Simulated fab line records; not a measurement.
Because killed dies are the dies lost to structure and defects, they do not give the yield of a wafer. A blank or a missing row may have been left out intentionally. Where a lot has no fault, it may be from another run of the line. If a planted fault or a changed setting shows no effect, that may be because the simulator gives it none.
fab line records | flow nand-harc
[record] lots = 12 | wafers = 36 | last-day = 34
route steps=1302 shown A_CHANNEL_HOLE_D1@450 END@1302
lots that met no fault: taken from a fault-free run of the same line
start-h: hours from the record's opening day to when the first of the lot's shown wafers began | wait-h: time in hours since the lot's previous step | " repeats the value in the row above | L1.1+2: a row that stands for several wafers | - either no value or no given start | * or withheld: withheld | < > ~ a bound
route shown NAME@n: names a module that has steps shown in the file, with the first one's number in the route | usual: mean/standard deviation of fault-free wafers | same: alike in all rows | chamber/n: place in a boat | sites: the reading at each site | _std_site: the standard deviation of these | _edge_site: the outer-site mean with the inner-site mean subtracted | radius-mm: for every site, how far away it sits from the centre of the wafer | mask NAME#n: copy n | behind: the tool/chamber that last shaped the wafer | hold: what put the lot on hold/how long, in hours/how the hold closed | device: which transistor (n, p or np) failed to switch | end of line: the route-end tests of the same wafers | a step with no rows: only its recipe | killed: the dies lost at the first sort to structure and to defects; this is not the yield of the wafer | map: shows each die of a wafer: x if killed, . if not, _ if none is there
set.NAME: the run value of the setting; set.NAME@STEP: its run value at that earlier step | model.NAME: the simulator's own value behind a step, which no gauge read
steps of the route over a sample of lots; a table a step, a row a wafer
services: when a tool's chamber went out of use (start-h, in hours from the record's first day, below 0 if earlier), for how many hours, and the reason
[[steps]]
[step NHARC_A_CHANNEL_HOLE_D1_DEP_00]
[recipe] target-thk-a = 31000 | temp-c = 400 | material = aC
[usual] throttle-valve-pct = 34.999/0.0088
lot.wafer | tool       | chamber | start-h | wait-h | throttle-valve-pct
L242.2    | acl-dep-01 | 0       | 179.41  | 0.4    | 34.991
L242.5    | "          | 0       | "       | "      | 34.993
L242.6    | "          | 0       | "       | "      | 35.008
L246.1    | acl-dep-03 | 0       | 232.45  | 1.8    | 34.989
L246.2    | "          | 0       | "       | "      | 35.008
L246.5    | "          | 0       | "       | "      | 34.997
L247.2    | acl-dep-01 | 0       | 232.65  | 2.1    | 35.012
L247.5    | "          | 0       | "       | "      | 34.988
L247.6    | "          | 0       | "       | "      | 35.001
L248.1    | acl-dep-01 | 0       | 252.98  | 2.2    | 35.003
L248.2    | "          | 0       | "       | "      | 34.994
L248.5    | "          | 0       | "       | "      | 35.004
L255.1    | acl-dep-02 | 0       | 313.87  | 1.4    | 35.003
L255.3    | "          | 0       | "       | "      | 35.000
L255.5    | "          | 0       | "       | "      | 34.991
L256.1    | acl-dep-03 | 0       | 321.07  | 0.1    | 34.988
L256.3    | "          | 0       | "       | "      | 34.997
L256.6    | "          | 0       | "       | "      | 34.987
L257.3    | acl-dep-02 | 0       | 321.54  | 0.7    | 34.992
L257.5    | "          | 0       | "       | "      | 34.994
L257.6    | "          | 0       | "       | "      | 35.003
L260.3    | acl-dep-03 | 0       | 366.21  | 3.3    | 34.992
L260.4    | "          | 0       | "       | "      | 34.990
L260.6    | "          | 0       | "       | "      | 34.992
L262.1    | acl-dep-03 | 0       | 386.54  | 4.7    | 35.003
L262.3    | "          | 0       | "       | "      | 35.001
L262.4    | "          | 0       | "       | "      | 35.005
L263.1    | acl-dep-03 | 0       | 388.43  | 6.3    | 35.004
L263.4    | "          | 0       | "       | "      | 34.996
L263.5    | "          | 0       | "       | "      | 34.997
L264.2    | acl-dep-02 | 0       | 400.66  | 0.7    | 35.011
L264.3    | "          | 0       | "       | "      | 34.994
L264.5    | "          | 0       | "       | "      | 35.001
L265.2    | acl-dep-02 | 0       | 412.14  | 0.4    | 35.001
L265.4    | "          | 0       | "       | "      | 35.003
L265.5    | "          | 0       | "       | "      | 34.993
[step NHARC_A_CHANNEL_HOLE_D1_OVL_MEAS_11]
[usual] overlay-x-nm = -0.2/1 | overlay-y-nm = -0.1/0.72
lot.wafer | tool       | chamber | start-h | wait-h | overlay-x-nm | overlay-y-nm
L242.2    | overlay-01 | -       | 181.84  | -      | 1.0          | 0.5
L242.5    | "          | -       | "       | "      | 1.2          | 0.3
L242.6    | "          | -       | "       | "      | 1.4          | 0.5
L247.2    | overlay-02 | -       | 234.94  | -      | -0.8         | -0.9
L247.5    | "          | -       | "       | "      | -0.6         | -1.1
L247.6    | "          | -       | "       | "      | -1.0         | -0.9
L246.1    | overlay-01 | -       | 235.17  | -      | -1.4         | 0.5
L246.2    | "          | -       | "       | "      | -1.0         | 0.4
L246.5    | "          | -       | "       | "      | -1.2         | 0.7
L248.1    | overlay-01 | -       | 255.71  | -      | -1.1         | 0.9
L248.2    | "          | -       | "       | "      | -1.1         | 0.3
L248.5    | "          | -       | "       | "      | -1.1         | 0.3
L255.1    | overlay-01 | -       | 316.61  | -      | -0.9         | 1.7
L255.3    | "          | -       | "       | "      | -1.2         | 1.5
L255.5    | "          | -       | "       | "      | -0.7         | 2.4
L257.3    | overlay-02 | -       | 323.54  | -      | -0.9         | -0.2
L257.5    | "          | -       | "       | "      | -1.6         | -0.3
L257.6    | "          | -       | "       | "      | -1.4         | -0.4
L256.1    | overlay-01 | -       | 323.82  | -      | -0.6         | 0.0
L256.3    | "          | -       | "       | "      | -0.5         | 0.7
L256.6    | "          | -       | "       | "      | -0.6         | 0.4
L260.3    | overlay-02 | -       | 368.20  | -      | 2.0          | -0.4
L260.4    | "          | -       | "       | "      | 1.8          | -0.8
L260.6    | "          | -       | "       | "      | 2.0          | -0.5
L262.1    | overlay-02 | -       | 389.13  | -      | -1.6         | -0.1
L262.3    | "          | -       | "       | "      | -1.5         | -0.8
L262.4    | "          | -       | "       | "      | -1.8         | -0.3
L263.1    | overlay-01 | -       | 391.04  | -      | -0.1         | -0.7
L263.4    | "          | -       | "       | "      | -0.4         | -0.4
L263.5    | "          | -       | "       | "      | -0.1         | -0.5
L264.2    | overlay-01 | -       | 403.10  | -      | -1.5         | -0.8
L264.3    | "          | -       | "       | "      | -2.0         | -0.4
L264.5    | "          | -       | "       | "      | -2.0         | -1.3
L265.2    | overlay-01 | -       | 414.58  | -      | 1.5          | -1.5
L265.4    | "          | -       | "       | "      | 0.6          | -0.6
L265.5    | "          | -       | "       | "      | 0.5          | -0.7
[step NHARC_A_CHANNEL_HOLE_D1_ETCH_39]
[recipe] target-depth-a = 2600 | over-etch-frac = 0.3 | time-s = 325 | ion-energy-ev = 200 | n2-flow-sccm = 150 | h2-flow-sccm = 150 | ar-flow-sccm = 0 | rf-w = 400 | bias-w = 150 | chemistry = N2/H2
[usual] drypump-motor-current-A = 5.8/0.49 | oes-product-au = 0.998/0.0087 | rf-vpp-V = 430.1/2.9 | run-length-s = 346.2/0.47 | showerhead-plenum-p-Torr = 2.03/0.1 | throttle-valve-pct = 14.172/0.009
lot.wafer | tool        | chamber | start-h | wait-h | drypump-motor-current-A | oes-product-au | rf-hours-counter-h | rf-vpp-V | run-length-s | showerhead-plenum-p-Torr | throttle-valve-pct
L242.2    | rie-diel-08 | 3       | 182.14  | -      | 6.0                     | 0.996          | 14                 | 427.5    | 346.4        | 1.89                     | 14.174
L242.6    | "           | 2       | "       | "      | 6.5                     | 0.993          | -                  | 430.3    | 345.6        | 2.03                     | 14.178
L242.5    | "           | 3       | "       | "      | 6.0                     | 0.995          | -                  | 427.1    | 346.3        | 1.89                     | 14.170
L247.2    | rie-diel-08 | 1       | 235.24  | -      | 4.9                     | 1.010          | 2                  | 432.5    | 346.7        | 2.17                     | 14.164
L247.5    | "           | 1       | "       | "      | 4.9                     | 1.007          | -                  | 432.8    | 346.5        | 2.17                     | 14.174
L247.6    | "           | 2       | "       | "      | 6.5                     | 0.982          | -                  | 430.8    | 345.2        | 2.03                     | 14.165
L246.2    | rie-diel-11 | 0       | 235.53  | -      | 6.2                     | 0.992          | 44                 | 426.5    | 346.3        | 1.90                     | 14.181
L246.1    | "           | 1       | "       | "      | 5.5                     | 0.990          | 42                 | 432.3    | 346.0        | 2.09                     | 14.175
L246.5    | "           | 0       | "       | "      | 6.2                     | 0.999          | -                  | 426.9    | 346.1        | 1.90                     | 14.172
L248.2    | rie-diel-08 | 0       | 256.01  | -      | 5.7                     | 1.002          | 2                  | 433.1    | 346.1        | 2.15                     | 14.159
L248.1    | "           | 1       | "       | "      | 4.9                     | 1.014          | 4                  | 434.0    | 346.7        | 2.17                     | 14.181
L248.5    | "           | 0       | "       | "      | 5.7                     | 1.007          | -                  | 435.5    | 346.2        | 2.15                     | 14.168
L255.1    | rie-diel-08 | 2       | 316.88  | -      | 6.5                     | 0.990          | 9                  | 430.6    | 262.1        | 2.03                     | 14.180
L255.3    | "           | 3       | "       | "      | 6.0                     | 0.991          | 9                  | 426.9    | 346.3        | 1.89                     | 14.162
L255.5    | "           | 3       | "       | "      | 6.0                     | 0.998          | -                  | 427.0    | 346.6        | 1.89                     | 14.163
L257.3    | rie-diel-08 | 1       | 323.89  | -      | 4.9                     | 1.008          | 10                 | 435.8    | 346.8        | 2.17                     | 14.172
L257.5    | "           | 2       | "       | "      | 6.5                     | 0.992          | -                  | 430.1    | 345.4        | 2.03                     | 14.166
L257.6    | "           | 3       | "       | "      | 6.0                     | 0.999          | -                  | 426.1    | 263.2        | 1.89                     | 14.169
L256.3    | rie-diel-11 | 1       | 324.12  | -      | 5.5                     | 0.986          | 15                 | 432.0    | 346.2        | 2.08                     | 14.181
L256.1    | "           | 2       | "       | "      | 6.0                     | 0.992          | 14                 | 429.4    | 346.3        | 1.98                     | 14.176
L256.6    | "           | 0       | "       | "      | 6.2                     | 0.991          | -                  | 426.5    | 345.9        | 1.90                     | 14.175
L260.3    | rie-diel-11 | 2       | 368.77  | -      | 5.9                     | 0.989          | 30                 | 429.2    | 345.9        | 1.98                     | 14.166
L260.4    | "           | 0       | "       | "      | 6.2                     | 0.973          | 32                 | 427.4    | 346.6        | 1.89                     | 14.176
L260.6    | "           | 2       | "       | "      | 5.9                     | 0.998          | -                  | 429.1    | 346.1        | 1.98                     | 14.169
L262.4    | rie-diel-08 | 2       | 389.40  | -      | 6.5                     | 0.984          | 0                  | 430.3    | 345.4        | 2.03                     | 14.162
L262.3    | "           | 3       | "       | "      | 6.0                     | 1.001          | 0                  | 425.6    | 346.1        | 1.89                     | 14.178
L262.1    | "           | 0       | "       | "      | 5.7                     | 1.011          | 0                  | 432.5    | 346.0        | 2.15                     | 14.180
L263.4    | rie-diel-08 | 0       | 391.34  | -      | 5.7                     | 1.006          | 1                  | 431.2    | 346.1        | 2.14                     | 14.185
L263.1    | "           | 2       | "       | "      | 6.5                     | 0.996          | 1                  | 430.2    | 345.3        | 2.03                     | 14.163
L263.5    | "           | 3       | "       | "      | 6.0                     | 1.007          | -                  | 425.6    | 346.2        | 1.89                     | 14.171
L264.2    | rie-diel-08 | 0       | 403.71  | -      | 5.7                     | 1.005          | 2                  | 433.7    | 346.1        | 2.14                     | 14.164
L264.3    | "           | 1       | "       | "      | 4.9                     | 1.015          | 2                  | 433.1    | 346.5        | 2.17                     | 14.173
L264.5    | "           | 3       | "       | "      | 6.0                     | 1.003          | -                  | 426.9    | 346.2        | 1.89                     | 14.158
L265.4    | rie-diel-08 | 3       | 414.98  | -      | 6.0                     | 0.987          | 3                  | 426.6    | 346.4        | 1.89                     | 14.173
L265.2    | "           | 1       | "       | "      | 4.9                     | 0.995          | 3                  | 432.9    | 346.6        | 2.17                     | 14.181
L265.5    | "           | 2       | "       | "      | 6.5                     | 0.998          | -                  | 429.6    | 345.2        | 2.03                     | 14.169
[step NHARC_A_CHANNEL_HOLE_D1_ETCH_22]
[recipe] bias-v = 3000 | source-w = withheld | pressure-mtorr = 20 | time-s = 666.7 | ar-flow-sccm = 375 | c4f8-flow-sccm = 89.3 | o2-flow-sccm = 35.7 | temp-c = -20 | target-depth-a = 16000 | chemistry = C4F8/O2/Ar
[usual] drypump-motor-current-A = 5.6/0.62 | oes-air-line-au = 1.000/0.021 | run-length-s = 651.7/0 | showerhead-plenum-p-Torr = 3.58/0.1 | throttle-valve-pct = 32.154/0.0099
lot.wafer | tool        | chamber | start-h | wait-h | drypump-motor-current-A | oes-air-line-au | rf-hours-counter-h | run-length-s | showerhead-plenum-p-Torr | throttle-valve-pct
L242.2    | har-etch-02 | 0       | 183.99  | 0.4    | 6.6                     | 1.010           | 298                | 651.7        | 3.65                     | 32.151
L242.6    | "           | 0       | "       | "      | 6.7                     | 1.000           | -                  | 651.7        | 3.65                     | 32.152
L242.5    | "           | 1       | "       | "      | 5.9                     | 1.008           | -                  | 651.7        | 3.47                     | 32.159
L247.2    | har-etch-01 | 0       | 237.35  | 0.4    | 5.0                     | 1.012           | 112                | 651.7        | 3.56                     | 32.149
L247.5    | "           | 1       | "       | "      | 5.1                     | 0.990           | -                  | 651.7        | 3.66                     | 32.146
L247.6    | "           | 0       | "       | "      | 5.0                     | 0.981           | -                  | 651.7        | 3.56                     | 32.151
L246.1    | har-etch-02 | 0       | 237.53  | 0.4    | 6.6                     | 0.992           | 329                | 651.7        | 3.64                     | 32.152
L246.2    | "           | 1       | "       | "      | 6.0                     | 0.994           | 329                | 651.7        | 3.45                     | 32.143
L246.5    | "           | 0       | "       | "      | 6.6                     | 0.987           | -                  | 651.7        | 3.64                     | 32.143
L248.2    | har-etch-01 | 1       | 257.86  | 0.4    | 5.1                     | 1.035           | 119                | 651.7        | 3.65                     | 32.130
L248.1    | "           | 0       | "       | "      | 5.0                     | 0.971           | 119                | 651.7        | 3.56                     | 32.141
L248.5    | "           | 1       | "       | "      | 5.1                     | 1.017           | -                  | 651.7        | 3.65                     | 32.142
L255.1    | har-etch-01 | 0       | 319.25  | 0.4    | 5.0                     | 0.977           | 162                | 651.7        | 3.54                     | 32.147
L255.3    | "           | 1       | "       | "      | 5.1                     | 0.990           | -                  | 651.7        | 3.63                     | 32.144
L255.5    | "           | 1       | "       | "      | 5.1                     | 0.983           | -                  | 651.7        | 3.63                     | 32.152
L257.3    | har-etch-02 | 1       | 325.98  | 0.4    | 5.9                     | 0.981           | -                  | 651.7        | 3.43                     | 32.134
L257.5    | "           | 0       | "       | "      | 6.6                     | 1.028           | -                  | 651.7        | 3.61                     | 32.145
L257.6    | "           | 1       | "       | "      | 5.9                     | 0.975           | -                  | 651.7        | 3.43                     | 32.133
L256.1    | har-etch-01 | 0       | 326.13  | 0.4    | 5.0                     | 0.999           | 165                | 651.7        | 3.54                     | 32.164
L256.3    | "           | 1       | "       | "      | 5.1                     | 1.022           | -                  | 651.7        | 3.63                     | 32.140
L256.6    | "           | 1       | "       | "      | 5.1                     | 1.001           | -                  | 651.7        | 3.63                     | 32.161
L260.3    | har-etch-01 | 0       | 371.61  | 0.4    | 5.1                     | 0.972           | -                  | 651.7        | 3.52                     | 32.152
L260.4    | "           | 1       | "       | "      | 5.1                     | 1.021           | -                  | 651.7        | 3.61                     | 32.144
L260.6    | "           | 1       | "       | "      | 5.1                     | 0.993           | -                  | 651.7        | 3.61                     | 32.151
L262.1    | har-etch-01 | 1       | 397.39  | 0.4    | 5.1                     | 1.004           | 211                | 651.7        | 3.60                     | 32.153
L262.3    | "           | 1       | "       | "      | 5.1                     | 0.976           | -                  | 651.7        | 3.60                     | 32.161
L262.4    | "           | 0       | "       | "      | 5.0                     | 0.973           | -                  | 651.7        | 3.51                     | 32.151
L263.1    | har-etch-02 | 0       | 399.27  | 0.4    | 6.6                     | 1.052           | 5                  | 651.7        | 3.93                     | 32.156
L263.4    | "           | 1       | "       | "      | 6.0                     | 0.966           | -                  | 651.7        | 3.93                     | 32.150
L263.5    | "           | 1       | "       | "      | 5.9                     | 0.964           | -                  | 651.7        | 3.93                     | 32.156
L264.2    | har-etch-01 | 1       | 405.80  | 0.4    | 5.1                     | 1.030           | 219                | 651.7        | 3.60                     | 32.158
L264.3    | "           | 0       | "       | "      | 5.0                     | 0.998           | -                  | 651.7        | 3.51                     | 32.152
L264.5    | "           | 0       | "       | "      | 5.1                     | 0.984           | -                  | 651.7        | 3.51                     | 32.147
L265.2    | har-etch-01 | 0       | 417.00  | 0.4    | 5.0                     | 1.003           | 223                | 651.7        | 3.51                     | 32.144
L265.4    | "           | 1       | "       | "      | 5.1                     | 0.961           | -                  | 651.7        | 3.59                     | 32.147
L265.5    | "           | 1       | "       | "      | 5.1                     | 0.983           | -                  | 651.7        | 3.60                     | 32.167
[step NHARC_END_SORT_01]
[recipe] temp-c = 25
[usual] killed-at-array = 53/18 | killed-at-other = 0.8/1.1 | killed-at-periphery = 4.1/2.7 | killed-dies = 58/18 | killed-open = 3.1/1.7 | killed-short = 2.7/1.7
[same] gross-dies = 677
lot.wafer | tool      | chamber | start-h | wait-h | killed-at-array | killed-at-other | killed-at-periphery | killed-dies | killed-open | killed-short
L242.2    | prober-01 | 0       | 574.30  | 2.8    | 56              | 1               | 4                   | 61          | 2           | 1
L242.5    | prober-01 | 0       | 576.73  | 3.7    | 62              | 1               | 10                  | 73          | 1           | 4
L242.6    | prober-01 | 0       | 577.53  | 4.0    | 38              | 0               | 10                  | 48          | 7           | 2
L248.1    | prober-01 | 0       | 630.38  | 2.5    | 51              | 1               | 5                   | 57          | 2           | 2
L248.2    | prober-01 | 0       | 631.17  | 2.8    | 34              | 0               | 1                   | 35          | 2           | 0
L248.5    | prober-01 | 0       | 633.55  | 3.7    | 52              | 0               | 6                   | 58          | 3           | 1
L257.3    | prober-01 | 0       | 699.70  | 3.1    | 89              | 0               | 5                   | 94          | 7           | 1
L257.5    | prober-01 | 0       | 701.29  | 3.7    | 74              | 0               | 3                   | 77          | 3           | 1
L257.6    | prober-01 | 0       | 702.08  | 4.0    | 277             | 0               | 5                   | 282         | 3           | 3
L255.1    | prober-01 | 0       | 705.87  | 2.5    | 301             | 1               | 1                   | 303         | 0           | 6
L255.3    | prober-01 | 0       | 707.47  | 3.1    | 39              | 0               | 0                   | 39          | 1           | 3
L255.5    | prober-01 | 0       | 709.07  | 3.7    | 55              | 1               | 1                   | 57          | 6           | 7
// killed by level:class
L242.2 A_CHANNEL_HOLE_D2:chamber-film-flake=31 A_CHANNEL_HOLE_D1:chamber-film-flake=14 P_M1:chamber-film-flake=4 A_ZERO_WELL:chamber-film-flake=4 A_M0:geometric-particle:open=2 A_STAIRCASE:chamber-film-flake=2 STARTING-WAFER:geometric-particle:short=1 A_CHANNEL_FILL_D1:chamber-film-flake=1
L242.5 A_CHANNEL_HOLE_D1:chamber-film-flake=24 A_CHANNEL_HOLE_D2:chamber-film-flake=22 P_M1:chamber-film-flake=7 A_ZERO_WELL:chamber-film-flake=4 P_GATE:chamber-film-flake=3 A_CONTACT:chamber-film-flake=3 A_WL_FILL:chamber-film-flake=2 A_CHANNEL_HOLE_D1:geometric-particle:short=1
L242.6 A_CHANNEL_HOLE_D1:chamber-film-flake=11 A_CHANNEL_HOLE_D2:chamber-film-flake=8 P_M1:chamber-film-flake=6 A_ZERO_WELL:chamber-film-flake=5 A_M0:geometric-particle:open=3 A_M0:geometric-particle:short=2 P_GATE:chamber-film-flake=2 A_STAIRCASE:chamber-film-flake=2
L248.1 A_SLIT:chamber-film-flake=27 A_CHANNEL_HOLE_D2:chamber-film-flake=10 A_CHANNEL_FILL_D1:chamber-film-flake=3 A_CONTACT:chamber-film-flake=3 P_GATE:chamber-film-flake=2 A_CHANNEL_HOLE_D1:chamber-film-flake=2 A_STAIRCASE:chamber-film-flake=2 P_CONTACT:geometric-particle:open=1
L248.2 A_SLIT:chamber-film-flake=20 A_CHANNEL_HOLE_D2:chamber-film-flake=6 A_CHANNEL_FILL_D1:chamber-film-flake=2 A_CONTACT:chamber-film-flake=2 A_ONON_D1:geometric-particle:open=1 A_BLC:geometric-particle:open=1 P_GATE:chamber-film-flake=1 A_CHANNEL_HOLE_D1:chamber-film-flake=1
L248.5 A_SLIT:chamber-film-flake=26 A_CHANNEL_HOLE_D2:chamber-film-flake=7 A_CHANNEL_FILL_D1:chamber-film-flake=4 A_STAIRCASE:chamber-film-flake=4 A_CHANNEL_HOLE_D1:chamber-film-flake=3 A_CONTACT:chamber-film-flake=3 P_ZERO_WELL:chamber-film-flake=2 P_M2:chamber-film-flake=2
L257.3 A_CHANNEL_HOLE_D1:chamber-film-flake=36 A_SLIT:chamber-film-flake=29 A_CONTACT:chamber-film-flake=14 A_M0:geometric-particle:open=3 P_ZERO_WELL:chamber-film-flake=3 P_CONTACT:geometric-particle:open=2 A_STAIRCASE:chamber-film-flake=2 A_DECK1_JOINT:geometric-particle:open=1
L257.5 A_SLIT:chamber-film-flake=34 A_CONTACT:chamber-film-flake=14 A_CHANNEL_HOLE_D1:chamber-film-flake=13 A_STAIRCASE:chamber-film-flake=4 P_ZERO_WELL:chamber-film-flake=2 A_ZERO_WELL:chamber-film-flake=2 A_DECK1_JOINT:geometric-particle:short=1 A_DECK1_JOINT:geometric-particle:open=1
L257.6 A_CHANNEL_HOLE_D1:area-etch=195 A_CHANNEL_HOLE_D1:chamber-film-flake=34 A_SLIT:chamber-film-flake=24 A_CONTACT:chamber-film-flake=11 A_STAIRCASE:chamber-film-flake=4 A_BLC:chamber-film-flake=4 P_ZERO_WELL:chamber-film-flake=2 P_STI:geometric-particle:short=1
L255.1 A_CHANNEL_HOLE_D1:area-etch=248 A_SLIT:chamber-film-flake=31 A_CHANNEL_HOLE_D1:chamber-film-flake=6 A_STAIRCASE:chamber-film-flake=4 A_ONON_D2:geometric-particle:short=3 A_BLC:chamber-film-flake=3 A_SGD_CUT:geometric-particle:short=1 A_WL_FILL:geometric-particle:short=1
L255.3 A_SLIT:chamber-film-flake=22 A_CHANNEL_HOLE_D1:chamber-film-flake=4 A_STAIRCASE:chamber-film-flake=3 A_SGD_CUT:geometric-particle:short=2 A_DECK1_JOINT:chamber-film-flake=2 A_BLC:chamber-film-flake=2 A_ONON_D2:geometric-particle:short=1 A_CHANNEL_FILL_D2:geometric-particle:open=1
L255.5 A_SLIT:chamber-film-flake=31 A_CHANNEL_HOLE_D1:chamber-film-flake=7 A_CHANNEL_FILL_D2:geometric-particle:open=4 A_WL_FILL:chamber-film-flake=3 A_DECK1_JOINT:geometric-particle:short=2 A_ONON_D2:geometric-particle:short=2 A_WL_FILL:geometric-particle:short=2 A_STAIRCASE:chamber-film-flake=2
[[services]]
tool        | chamber | start-h | hours | kind
rie-diel-08 | 0       | 170.05  | -     | clean
rie-diel-08 | 1       | 170.05  | -     | clean
rie-diel-08 | 2       | 170.05  | -     | clean
rie-diel-08 | 3       | 170.05  | -     | clean
rie-diel-11 | 1       | 170.07  | 3.4   | repair
acl-dep-01  | -       | 187.43  | 13.0  | pm
rie-diel-08 | -       | 191.05  | 9.0   | pm
rie-diel-08 | 0       | 191.05  | 9.0   | vent-cycle
rie-diel-08 | 2       | 203.25  | 12.5  | repair
rie-diel-08 | 0       | 235.14  | 17.7  | repair
acl-dep-02  | -       | 241.00  | 13.0  | pm
rie-diel-11 | -       | 258.73  | 9.0   | pm
har-etch-01 | -       | 262.34  | 0.3   | repair
rie-diel-08 | 3       | 272.12  | 7.2   | repair
acl-dep-03  | -       | 301.17  | 13.0  | pm
har-etch-02 | -       | 302.92  | 3.0   | repair
rie-diel-11 | -       | 305.36  | 1.2   | repair
rie-diel-11 | 3       | 315.85  | 8.3   | repair
rie-diel-08 | -       | 333.82  | 0.5   | repair
rie-diel-08 | 2       | 339.63  | 3.4   | repair
rie-diel-08 | -       | 368.07  | 9.0   | pm
acl-dep-01  | -       | 368.89  | 13.0  | pm
har-etch-02 | -       | 377.23  | 17.0  | pm
rie-diel-08 | 3       | 417.44  | 3.1   | repair
[[key]]
[first-sign] step = NHARC_A_CHANNEL_HOLE_D1_ETCH_39 | reading = run-length-s | direction = down | sigmas = 99+ | usual = * | struck = *
[effect] step = NHARC_END_SORT_01 | reading = killed-at-array | direction = up | sigmas = 13 | usual = 53 | struck = 289
[more-kills-born-at] NHARC_A_CHANNEL_HOLE_D1_ETCH_39@rie-diel-08 = 443
met-at NHARC_A_CHANNEL_HOLE_D1_ETCH_39
struck-lots L255,L257
struck-wafers L255.1,L257.6
tester-left-out L255,L257
not-acting-at NHARC_A_CHANNEL_HOLE_D1_DEP_00,NHARC_A_CHANNEL_HOLE_D1_OVL_MEAS_11,NHARC_A_CHANNEL_HOLE_D1_ETCH_22
onset-between 256.01 316.88
[fault] kind = process-parameter-drift | tool = rie-diel-08 | chamber = - | onset-h = 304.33 | steps = NHARC_A_CHANNEL_HOLE_D1_ETCH_39 | channel = time-s | offset = * | shape = step | end-h = 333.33 | scope = struck-wafers-only | acts-in = * | stated = *
// tester-left-out: of these lots the tester's yield and bins aren't shown, on N5 and GAA mostly nor the transistor test; their killed dies are dies lost to structure and defects alone, not to doping, threshold or leakage, so they don't give the yield
